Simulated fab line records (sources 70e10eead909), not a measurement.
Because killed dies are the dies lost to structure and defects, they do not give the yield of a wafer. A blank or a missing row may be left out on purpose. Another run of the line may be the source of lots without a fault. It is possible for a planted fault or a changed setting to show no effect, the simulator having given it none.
Matching of chambers    flow nand_harc    4 sister chambers for NHARC_A_STAIRCASE_ETCH_253 on rie_diel-10
The step etches the open film in C4F8/O2, target depth 50 nm, time 20.2 s. 8 wafers are shown with their chamber, then 8 later ones without.

## EACH WAFER AND ITS CHAMBER
wafer   chamber  rf_vpp_V (V)  oes_product_au (a.u.)
L082.2  0        903           0.960
L082.5  2        893           0.957
L081.2  1        886           0.923
L088.2  1        886           0.979
L088.4  0        902           0.975
L087.3  2        893           0.938
L087.5  3        898           0.930
L090.2  3        900           0.921

## WAFERS WITH NO CHAMBER GIVEN
wafer   rf_vpp_V (V)  oes_product_au (a.u.)
L090.3  893           0.935
L090.4  898           0.928
L089.1  902           0.922
L089.2  898           0.915
L089.5  901           0.915
L096.1  899           0.979
L096.3  905           0.961
L096.4  901           0.977

## EACH ONE'S CHAMBER
wafer    from the rows above       in truth
L090.3   2                         2
L090.4   3                         3
L089.1   can't be placed: 0 or 3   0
L089.2   3                         3
L089.5   can't be placed: 3 or 0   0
L096.1   3                         3
L096.3   0                         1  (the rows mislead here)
L096.4   can't be placed: 0 or 3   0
Placed correctly: 4 of 8. Unplaceable from these rows: 3, with the true chamber sitting among the candidates in 3. 1 placed wrongly.
How it was worked out, from the rows above alone: a wafer's distance from a chamber is the root of the sum, over the readings, of the square of ((its reading less the chamber's mean) divided by the reading's scatter). The wafer belongs to the nearest chamber; if the next one is less than 2 further off, it can't be placed. For every chamber, the mean is computed from those of its wafers that are shown. How the scatter is found: for the shown wafers, subtract from each reading the mean of its chamber, square and add these, divide the total by (wafers less chambers), then take the root.
